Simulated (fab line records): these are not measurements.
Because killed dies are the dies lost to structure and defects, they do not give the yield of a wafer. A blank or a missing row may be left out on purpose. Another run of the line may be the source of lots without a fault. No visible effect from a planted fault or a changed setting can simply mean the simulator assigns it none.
fab line records ; flow nand-harc ; part 1 of 2: steps 1 to 3 of 6
record: lots: 24; wafers: 72; last-day: 25
route steps=1159 shown P_ZERO_WELL@61 P_GATE@157 P_CONTACT@218
lots that met no fault: taken from a fault-free run of the same line
start-h: start of the lot's first displayed wafer, in hours after the record's first day ; wait-h: time in hours since the lot's previous step ; " identical to the entry in the row above ; L1.1+2: one row covering several wafers at once ; - no value, or no start given ; * or withheld: withheld ; < > ~ a bound
route shown NAME@n: NAME is a module with steps in the file, n the number in the route of the first one ; usual: mean/standard deviation taken from wafers without a fault ; same: alike in all rows ; chamber/n: place in a boat ; sites: readings site by site ; _std_site: the values' standard deviation ; _edge_site: mean of outer sites minus mean of inner sites ; radius-mm: how far each site lies from the wafer's centre ; mask NAME#n: copy n ; behind: the tool/chamber that last shaped the wafer ; hold: why the lot was held/for how many hours/how that ended ; device: transistor that didn't switch, given as n, p or np ; end of line: the tests these same wafers got at the end of their route ; step lacking rows: just its recipe ; killed: the dies lost at the first sort to structure and to defects; this is not the yield of the wafer ; map: per-die view of a wafer (x killed, . not killed, _ where there is no die)
set.NAME: the setting the step ran with; set.NAME@STEP: the setting that earlier step ran with ; model.NAME: the simulator's own value behind a step, which no gauge read
route steps across a sampled set of lots; one table per step, one row per wafer
services: from which hour (start-h, from the record's first day; less than 0 if before it) a tool's chamber was out of use, for how many hours, and why
== steps ==
step: NHARC_P_ZERO_WELL_DESCUM_54
recipe: time-s: 3; o2-flow-sccm: 200; ar-flow-sccm: 0; bias-power-w: 0; chemistry: O2
usual: drypump-motor-current-A: 5.4/0.34; oes-product-au: 1.000/0.0096; rf-vpp-V: 57.5/0.97; showerhead-plenum-p-Torr: 1.89/0.087; throttle-valve-pct: 11.310/0.0088
lot.wafer;tool;chamber;start-h;wait-h;drypump-motor-current-A;oes-product-au;rf-hours-counter-h;rf-vpp-V;showerhead-plenum-p-Torr;throttle-valve-pct
L074.2;rie-diel-13;3;17.81;-;5.6;0.993;4.4;57.0;1.80;11.305
L074.1;rie-diel-13;1;17.81;-;5.2;1.006;4.7;56.8;1.81;11.321
L074.5;rie-diel-13;2;17.81;-;5.3;1.003;-;59.4;2.01;11.306
L075.4;rie-diel-07;3;23.85;-;6.3;0.981;10.6;56.9;1.83;11.304
L075.1;rie-diel-07;1;23.85;-;5.4;0.996;9.7;58.7;1.81;11.312
L075.2;rie-diel-07;2;23.85;-;5.4;1.006;10.3;58.3;1.93;11.315
L076.1;rie-diel-05;3;29.98;-;5.1;1.000;3.4;59.3;2.03;11.317
L076.6;rie-diel-05;0;29.98;-;5.5;1.010;-;58.2;1.97;11.320
L076.5;rie-diel-05;1;29.98;-;5.3;1.004;-;58.3;1.84;11.316
L077.1;rie-diel-05;2;35.92;-;5.1;1.001;4.1;57.9;2.05;11.318
L077.3;rie-diel-05;0;35.92;-;5.5;1.023;2.9;58.3;1.97;11.318
L077.6;rie-diel-05;2;35.92;-;5.1;1.007;-;57.9;2.05;11.313
L078.4;rie-diel-13;0;42.04;-;5.8;1.002;6.9;55.8;1.84;11.302
L078.3;rie-diel-13;2;42.04;-;5.3;0.994;7.1;58.8;2.00;11.318
L078.5;rie-diel-13;1;42.04;-;5.1;1.004;-;56.4;1.81;11.291
L079.1;rie-diel-13;2;47.94;-;5.3;1.000;7.3;57.4;2.00;11.295
L079.4;rie-diel-13;3;47.94;-;5.6;0.983;6.8;57.7;1.80;11.300
L079.6;rie-diel-13;3;47.94;-;5.5;0.995;-;56.8;1.80;11.322
L080.1;rie-diel-05;2;53.95;-;5.1;1.004;5.2;57.4;2.05;11.307
L080.6;rie-diel-05;0;53.95;-;5.5;1.023;-;57.0;1.97;11.314
L080.5;rie-diel-05;1;53.95;-;5.3;0.991;-;57.7;1.84;11.314
L081.3;rie-diel-13;0;59.79;-;5.8;0.991;7.9;55.3;1.84;11.320
L081.4;rie-diel-13;1;59.79;-;5.1;0.996;8.2;56.5;1.81;11.312
L081.2;rie-diel-13;2;59.79;-;5.3;0.991;8.3;57.7;2.00;11.295
L082.3;rie-diel-05;0;66.08;-;5.5;1.006;5.3;58.3;1.97;11.304
L082.2;rie-diel-05;2;66.08;-;5.1;1.000;6.2;58.4;2.05;11.308
L082.5;rie-diel-05;0;66.08;-;5.5;1.006;-;58.8;1.97;11.296
L083.3;rie-diel-05;3;71.93;-;5.1;1.008;6.8;57.5;2.03;11.317
L083.2;rie-diel-05;1;71.93;-;5.3;0.992;6.6;57.1;1.84;11.299
L083.5;rie-diel-05;2;71.93;-;5.1;1.013;-;57.4;2.05;11.299
L084.1;rie-diel-13;2;78.22;-;5.3;1.011;8.6;58.1;2.00;11.321
L084.4;rie-diel-13;3;78.22;-;5.6;0.998;9.5;56.9;1.80;11.316
L084.6;rie-diel-13;3;78.22;-;5.5;0.994;-;57.3;1.80;11.306
L085.3;rie-diel-13;3;84.28;-;5.5;0.992;9.6;56.9;1.80;11.302
L085.2;rie-diel-13;1;84.28;-;5.1;1.009;10.1;58.1;1.80;11.326
L085.6;rie-diel-13;3;84.28;-;5.6;0.991;-;57.3;1.80;11.323
L086.1;rie-diel-07;0;90.27;-;5.1;1.004;1.3;57.3;1.92;11.303
L086.5;rie-diel-07;1;90.27;-;5.4;0.998;-;58.4;1.81;11.310
L086.6;rie-diel-07;2;90.27;-;5.4;1.020;-;57.9;1.93;11.294
L087.1;rie-diel-07;2;96.05;-;5.4;1.028;2.5;57.1;1.93;11.313
L087.3;rie-diel-07;3;96.05;-;6.3;0.991;2.1;57.9;1.83;11.306
L087.5;rie-diel-07;2;96.05;-;5.4;1.014;-;56.9;1.93;11.313
L088.3;rie-diel-05;0;102.52;-;5.5;1.002;7.0;56.3;1.97;11.316
L088.5;rie-diel-05;1;102.52;-;5.3;0.994;-;56.7;1.84;11.311
L088.6;rie-diel-05;3;102.52;-;5.1;0.991;-;58.5;2.02;11.312
L089.1;rie-diel-07;2;108.09;-;5.4;1.010;3.5;58.1;1.93;11.324
L089.3;rie-diel-07;0;108.09;-;5.1;1.006;3.0;56.4;1.92;11.307
L089.6;rie-diel-07;2;108.09;-;5.4;1.003;-;57.4;1.93;11.306
L090.2;rie-diel-13;0;113.93;-;5.7;0.991;0.6;57.7;1.84;11.314
L090.1;rie-diel-13;2;113.93;-;5.3;1.001;0.4;57.0;2.00;11.317
L090.6;rie-diel-13;3;113.93;-;5.6;0.989;-;57.8;1.80;11.317
L091.1;rie-diel-07;2;120.34;-;5.4;1.010;3.9;57.1;1.93;11.303
L091.4;rie-diel-07;3;120.34;-;6.3;0.988;3.6;57.8;1.83;11.324
L091.3;rie-diel-07;0;120.34;-;5.1;0.990;3.3;57.4;1.92;11.312
L092.4;rie-diel-05;2;125.69;-;5.1;1.008;9.7;58.6;2.05;11.317
L092.2;rie-diel-05;3;125.69;-;5.1;0.991;11.1;57.8;2.02;11.291
L092.5;rie-diel-05;2;125.69;-;5.1;0.998;-;59.6;2.05;11.302
L093.4;rie-diel-13;1;131.86;-;5.1;0.993;1.3;57.4;1.80;11.323
L093.6;rie-diel-13;3;131.86;-;5.6;0.994;-;56.5;1.80;11.319
L093.5;rie-diel-13;0;131.86;-;5.8;1.007;-;58.2;1.84;11.323
L094.4;rie-diel-07;2;137.90;-;5.4;1.013;6.1;59.7;1.93;11.319
L094.3;rie-diel-07;0;137.90;-;5.1;1.007;4.7;57.3;1.92;11.296
L094.5;rie-diel-07;1;137.90;-;5.4;1.004;-;58.3;1.81;11.305
L095.2;rie-diel-07;2;143.87;-;5.4;1.013;6.3;58.1;1.93;11.317
L095.1;rie-diel-07;3;143.87;-;6.3;1.008;5.5;58.5;1.83;11.314
L095.4;rie-diel-07;1;143.87;-;5.4;1.002;6.3;58.1;1.81;11.301
L096.3;rie-diel-13;0;149.89;-;5.7;1.004;3.3;57.7;1.84;11.310
L096.5;rie-diel-13;1;149.89;-;5.2;0.981;-;56.6;1.80;11.297
L096.6;rie-diel-13;2;149.89;-;5.3;0.987;-;58.0;2.00;11.325
L097.1;rie-diel-07;3;155.86;-;6.3;1.003;6.9;57.5;1.83;11.314
L097.6;rie-diel-07;3;155.86;-;6.3;0.997;-;57.2;1.83;11.312
L097.5;rie-diel-07;0;155.86;-;5.1;0.998;-;56.3;1.92;11.318
step: NHARC_P_GATE_STRIP_101
recipe: time-s: 20; o2-flow-sccm: 500; ar-flow-sccm: 0; bias-w: 0; chemistry: O2
usual: drypump-motor-current-A: 5.7/0.34; oes-product-au: 1.000/0.012; rf-vpp-V: 58.0/0.97; showerhead-plenum-p-Torr: 3.60/0.087; throttle-valve-pct: 17.037/0.0093
lot.wafer;tool;chamber;start-h;wait-h;drypump-motor-current-A;oes-product-au;rf-hours-counter-h;rf-vpp-V;showerhead-plenum-p-Torr;throttle-valve-pct
L074.1;rie-diel-04;2;104.51;0.1;6.2;1.017;57;57.3;3.58;17.029
L074.2;rie-diel-04;1;104.51;0.1;5.7;0.997;53;57.5;3.67;17.024
L074.5;rie-diel-04;3;104.51;0.1;5.8;1.021;-;58.2;3.54;17.040
L075.1;rie-diel-04;2;105.31;0.2;6.2;1.018;57;57.2;3.58;17.040
L075.4;rie-diel-04;3;105.31;0.2;5.8;1.028;57;58.6;3.54;17.032
L075.2;rie-diel-04;1;105.31;0.2;5.6;1.006;53;58.2;3.67;17.032
L076.1;rie-diel-02;2;118.93;0.2;6.2;0.983;26;56.8;3.47;17.053
L076.5;rie-diel-02;1;118.93;0.2;5.5;0.992;-;58.4;3.70;17.034
L076.6;rie-diel-02;2;118.93;0.2;6.2;0.989;-;57.1;3.47;17.033
L077.1;rie-diel-08;0;120.36;0.1;5.2;1.018;60;57.4;3.50;17.028
L077.3;rie-diel-08;2;120.36;0.1;5.5;0.989;54;58.5;3.74;17.033
L077.6;rie-diel-08;3;120.36;0.1;6.2;0.999;-;57.3;3.69;17.016
L079.4;rie-diel-04;2;125.43;0.1;6.2;0.997;2;57.3;3.58;17.030
L079.1;rie-diel-04;3;125.43;0.1;5.8;1.003;1;57.4;3.53;17.031
L079.6;rie-diel-04;1;125.43;0.1;5.7;0.997;-;58.1;3.66;17.044
L078.4;rie-diel-04;0;125.82;0.1;5.6;0.989;1;57.2;3.60;17.034
L078.3;rie-diel-04;2;125.82;0.1;6.2;0.991;2;58.8;3.58;17.039
L078.5;rie-diel-04;1;125.82;0.1;5.6;0.998;-;60.0;3.66;17.050
L081.4;rie-diel-02;2;143.05;0.1;6.2;0.976;31;57.5;3.47;17.033
L081.2;rie-diel-02;3;143.05;0.1;5.1;0.982;27;58.4;3.63;17.025
L081.3;rie-diel-02;0;143.05;0.1;5.5;0.991;30;58.5;3.55;17.029
L082.2;rie-diel-08;0;143.30;0.1;5.2;1.014;4;58.3;3.50;17.054
L082.3;rie-diel-08;1;143.30;0.1;5.7;0.992;3;57.6;3.75;17.037
L082.5;rie-diel-08;3;143.30;0.1;6.2;1.009;-;59.8;3.69;17.041
L080.1;rie-diel-08;3;143.93;0.1;6.2;0.993;3;57.6;3.69;17.021
L080.6;rie-diel-08;0;143.93;0.1;5.2;1.017;-;56.0;3.50;17.034
L080.5;rie-diel-08;1;143.93;0.1;5.7;0.995;-;58.6;3.75;17.024
L083.2;rie-diel-08;1;154.52;0.1;5.7;0.995;8;60.2;3.75;17.049
L083.3;rie-diel-08;3;154.52;0.1;6.2;1.005;6;59.1;3.68;17.045
L083.5;rie-diel-08;2;154.52;0.1;5.5;1.005;-;57.9;3.73;17.023
L084.1;rie-diel-08;3;154.70;0.1;6.2;1.000;6;57.6;3.68;17.037
L084.4;rie-diel-08;0;154.70;0.1;5.2;1.021;7;57.7;3.50;17.058
L084.6;rie-diel-08;0;154.70;0.1;5.2;1.021;-;57.1;3.50;17.051
L086.1;rie-diel-02;3;179.39;0.1;5.1;1.002;4;59.8;3.63;17.034
L086.5;rie-diel-02;3;179.39;0.1;5.1;1.008;-;57.8;3.63;17.032
L086.6;rie-diel-02;0;179.39;0.1;5.5;0.998;-;57.7;3.55;17.027
L085.2;rie-diel-08;0;179.80;0.3;5.2;1.024;16;56.6;3.49;17.050
L085.3;rie-diel-08;2;179.80;0.3;5.5;1.007;18;60.3;3.73;17.037
L085.6;rie-diel-08;0;179.80;0.3;5.2;1.024;-;56.1;3.49;17.037
L087.1;rie-diel-02;2;180.25;0.1;6.1;0.987;4;58.0;3.47;17.040
L087.3;rie-diel-02;0;180.25;0.1;5.5;0.998;3;56.1;3.55;17.048
L087.5;rie-diel-02;1;180.25;0.1;5.5;1.007;-;58.3;3.69;17.036
L088.3;rie-diel-02;0;185.75;0.1;5.5;0.990;4;57.8;3.55;17.033
L088.6;rie-diel-02;2;185.75;0.1;6.2;0.990;-;59.3;3.47;17.030
L088.5;rie-diel-02;3;185.75;0.1;5.1;1.005;-;58.5;3.63;17.023
L089.1;rie-diel-04;1;191.50;0.2;5.6;0.998;28;57.1;3.65;17.026
L089.3;rie-diel-04;3;191.50;0.2;5.8;1.008;24;57.1;3.52;17.032
L089.6;rie-diel-04;1;191.50;0.2;5.6;1.005;-;59.1;3.65;17.034
L090.2;rie-diel-08;2;199.42;0.1;5.5;0.994;25;59.3;3.72;17.043
L090.1;rie-diel-08;0;199.42;0.1;5.2;1.024;23;56.6;3.49;17.021
L090.6;rie-diel-08;2;199.42;0.1;5.5;0.994;-;58.8;3.72;17.053
L091.1;rie-diel-02;1;204.90;0.1;5.5;1.008;8;57.9;3.69;17.028
L091.4;rie-diel-02;3;204.90;0.1;5.1;1.005;7;58.0;3.62;17.032
L091.3;rie-diel-02;0;204.90;0.1;5.5;0.996;8;59.0;3.54;17.055
L093.4;rie-diel-04;3;209.55;0.1;5.8;0.993;31;57.5;3.52;17.030
L093.5;rie-diel-04;0;209.55;0.1;5.6;0.997;-;57.2;3.59;17.050
L093.6;rie-diel-04;1;209.55;0.1;5.7;0.998;-;58.4;3.64;17.038
L092.2;rie-diel-04;3;210.83;0.1;5.8;0.998;31;57.3;3.52;17.041
L092.4;rie-diel-04;1;210.83;0.1;5.7;1.006;37;59.2;3.64;17.049
L092.5;rie-diel-04;3;210.83;0.1;5.8;1.014;-;57.1;3.52;17.017
L095.4;rie-diel-04;3;227.04;0.1;5.8;1.004;36;57.4;3.51;17.031
L095.2;rie-diel-04;0;227.04;0.1;5.6;0.999;36;59.0;3.58;17.031
L095.1;rie-diel-04;1;227.04;0.1;5.7;1.005;41;57.0;3.64;17.051
L094.4;rie-diel-04;0;227.56;0.1;5.6;1.020;36;57.5;3.58;17.047
L094.3;rie-diel-04;2;227.56;0.1;6.2;0.993;41;56.6;3.56;17.035
L094.5;rie-diel-04;0;227.56;0.1;5.5;1.013;-;59.1;3.58;17.036
L096.3;rie-diel-02;2;234.15;0.1;6.1;0.991;13;56.8;3.46;17.029
L096.6;rie-diel-02;2;234.15;0.1;6.1;0.979;-;57.1;3.46;17.035
L096.5;rie-diel-02;3;234.15;0.1;5.1;0.994;-;59.3;3.62;17.034
L097.1;rie-diel-02;3;234.20;0.1;5.1;0.998;12;56.8;3.62;17.033
L097.6;rie-diel-02;1;234.20;0.1;5.5;1.001;-;57.9;3.69;17.038
L097.5;rie-diel-02;2;234.20;0.1;6.2;0.985;-;56.9;3.46;17.029
step: NHARC_P_GATE_RTA_82
recipe: temp-c: 450; time-s: 30
usual: lamp-power-pct: 4.1/0.3; lamp_zone_1_pct: 4.1/0.3; lamp_zone_2_pct: 4.1/0.3; lamp_zone_4_pct: 4.1/0.3; wafer_temp_C_max: 452.6/0.93
lot.wafer;tool;chamber;start-h;wait-h;lamp-power-pct;lamp_zone_1_pct;lamp_zone_2_pct;lamp_zone_4_pct;wafer_temp_C_max
L074.1;rtp-anneal-01;0;112.21;-;3.8;3.8;3.8;3.8;452.1
L074.2;rtp-anneal-01;0;112.21;-;3.8;3.7;3.7;3.7;453.3
L074.5;rtp-anneal-01;0;112.21;-;3.7;3.7;3.7;3.7;453.4
L075.1;rtp-anneal-02;0;112.99;-;4.4;4.4;4.4;4.4;452.6
L075.2;rtp-anneal-02;0;112.99;-;4.4;4.4;4.4;4.4;452.0
L075.4;rtp-anneal-02;0;112.99;-;4.4;4.4;4.4;4.4;451.9
L076.1;rtp-anneal-01;0;126.22;-;3.8;3.7;3.7;3.8;454.1
L076.5;rtp-anneal-01;0;126.22;-;3.7;3.7;3.7;3.8;452.7
L076.6;rtp-anneal-01;0;126.22;-;3.7;3.7;3.8;3.8;453.1
L077.1;rtp-anneal-02;0;127.49;-;4.4;4.4;4.4;4.4;452.5
L077.3;rtp-anneal-02;0;127.49;-;4.4;4.4;4.4;4.4;452.3
L077.6;rtp-anneal-02;0;127.49;-;4.4;4.4;4.4;4.4;451.8
L079.1;rtp-anneal-01;0;132.52;-;3.7;3.7;3.8;3.8;453.6
L079.4;rtp-anneal-01;0;132.52;-;3.7;3.7;3.7;3.7;453.0
L079.6;rtp-anneal-01;0;132.52;-;3.7;3.7;3.7;3.8;453.4
L078.3;rtp-anneal-02;0;132.86;-;4.4;4.4;4.4;4.4;451.5
L078.4;rtp-anneal-02;0;132.86;-;4.4;4.4;4.4;4.4;451.3
L078.5;rtp-anneal-02;0;132.86;-;4.4;4.4;4.4;4.4;450.9
L081.2;rtp-anneal-02;0;150.46;-;4.4;4.4;4.4;4.4;451.6
L081.3;rtp-anneal-02;0;150.46;-;4.4;4.4;4.4;4.4;452.3
L081.4;rtp-anneal-02;0;150.46;-;4.4;4.4;4.4;4.4;452.0
L082.2;rtp-anneal-01;0;150.87;-;3.7;3.7;3.7;3.8;453.6
L082.3;rtp-anneal-01;0;150.87;-;3.8;3.7;3.7;3.8;453.0
L082.5;rtp-anneal-01;0;150.87;-;3.8;3.8;3.7;3.7;454.3
L080.1;rtp-anneal-01;0;151.54;-;3.7;3.7;3.7;3.8;453.1
L080.5;rtp-anneal-01;0;151.54;-;3.8;3.7;3.8;3.8;453.6
L080.6;rtp-anneal-01;0;151.54;-;3.7;3.7;3.7;3.7;452.7
L083.2;rtp-anneal-01;0;161.57;-;3.8;3.8;3.7;3.7;453.0
L083.3;rtp-anneal-01;0;161.57;-;3.8;3.7;3.8;3.7;453.6
L083.5;rtp-anneal-01;0;161.57;-;3.7;3.7;3.7;3.8;453.3
L084.1;rtp-anneal-02;0;162.59;-;4.4;4.4;4.4;4.4;451.8
L084.4;rtp-anneal-02;0;162.59;-;4.4;4.4;4.4;4.4;451.2
L084.6;rtp-anneal-02;0;162.59;-;4.4;4.4;4.4;4.4;452.7
L086.1;rtp-anneal-02;0;186.76;-;4.4;4.4;4.4;4.4;451.8
L086.5;rtp-anneal-02;0;186.76;-;4.4;4.4;4.4;4.4;452.1
L086.6;rtp-anneal-02;0;186.76;-;4.4;4.4;4.4;4.4;451.6
L085.2;rtp-anneal-01;0;187.83;-;3.8;3.8;3.7;3.7;453.3
L085.3;rtp-anneal-01;0;187.83;-;3.8;3.7;3.7;3.8;453.2
L085.6;rtp-anneal-01;0;187.83;-;3.7;3.8;3.8;3.8;453.6
L087.1;rtp-anneal-02;0;188.69;-;4.4;4.4;4.4;4.4;451.9
L087.3;rtp-anneal-02;0;188.69;-;4.4;4.4;4.4;4.4;451.4
L087.5;rtp-anneal-02;0;188.69;-;4.4;4.4;4.4;4.4;451.7
L088.3;rtp-anneal-02;0;193.60;-;4.4;4.4;4.4;4.4;452.3
L088.5;rtp-anneal-02;0;193.60;-;4.4;4.4;4.4;4.4;451.6
L088.6;rtp-anneal-02;0;193.60;-;4.4;4.4;4.4;4.4;452.4
L089.1;rtp-anneal-01;0;198.70;-;3.8;3.7;3.7;3.8;453.4
L089.3;rtp-anneal-01;0;198.70;-;3.8;3.7;3.7;3.7;453.1
L089.6;rtp-anneal-01;0;198.70;-;3.8;3.8;3.7;3.8;453.3
L090.1;rtp-anneal-02;0;206.45;-;4.4;4.4;4.4;4.4;452.4
L090.2;rtp-anneal-02;0;206.45;-;4.4;4.4;4.4;4.4;451.9
L090.6;rtp-anneal-02;0;206.45;-;4.4;4.4;4.4;4.4;451.9
L091.1;rtp-anneal-01;0;211.83;-;3.8;3.8;3.7;3.8;453.2
L091.3;rtp-anneal-01;0;211.83;-;3.8;3.7;3.7;3.8;454.0
L091.4;rtp-anneal-01;0;211.83;-;3.7;3.7;3.8;3.8;453.2
L093.4;rtp-anneal-02;0;216.99;-;4.4;4.4;4.4;4.4;451.8
L093.5;rtp-anneal-02;0;216.99;-;4.4;4.4;4.4;4.4;451.6
L093.6;rtp-anneal-02;0;216.99;-;4.4;4.4;4.4;4.4;452.2
L092.2;rtp-anneal-01;0;217.84;-;3.8;3.8;3.7;3.8;453.7
L092.4;rtp-anneal-01;0;217.84;-;3.8;3.7;3.8;3.7;454.2
L092.5;rtp-anneal-01;0;217.84;-;3.7;3.7;3.7;3.8;452.9
L095.1;rtp-anneal-02;0;234.23;-;4.4;4.4;4.4;4.4;452.0
L095.2;rtp-anneal-02;0;234.23;-;4.4;4.4;4.4;4.4;452.7
L095.4;rtp-anneal-02;0;234.23;-;4.4;4.4;4.4;4.4;452.8
L094.3;rtp-anneal-02;0;234.87;-;4.4;4.4;4.4;4.4;451.7
L094.4;rtp-anneal-02;0;234.87;-;4.4;4.4;4.4;4.4;451.6
L094.5;rtp-anneal-02;0;234.87;-;4.4;4.4;4.4;4.4;451.9
L096.3;rtp-anneal-02;0;241.36;-;4.4;4.4;4.4;4.4;452.2
L096.5;rtp-anneal-02;0;241.36;-;4.4;4.4;4.4;4.4;452.2
L096.6;rtp-anneal-02;0;241.36;-;4.4;4.4;4.4;4.4;452.0
L097.1;rtp-anneal-02;0;241.93;-;4.4;4.4;4.4;4.4;451.9
L097.5;rtp-anneal-02;0;241.93;-;4.4;4.4;4.4;4.4;452.3
L097.6;rtp-anneal-02;0;241.93;-;4.4;4.4;4.4;4.4;452.2
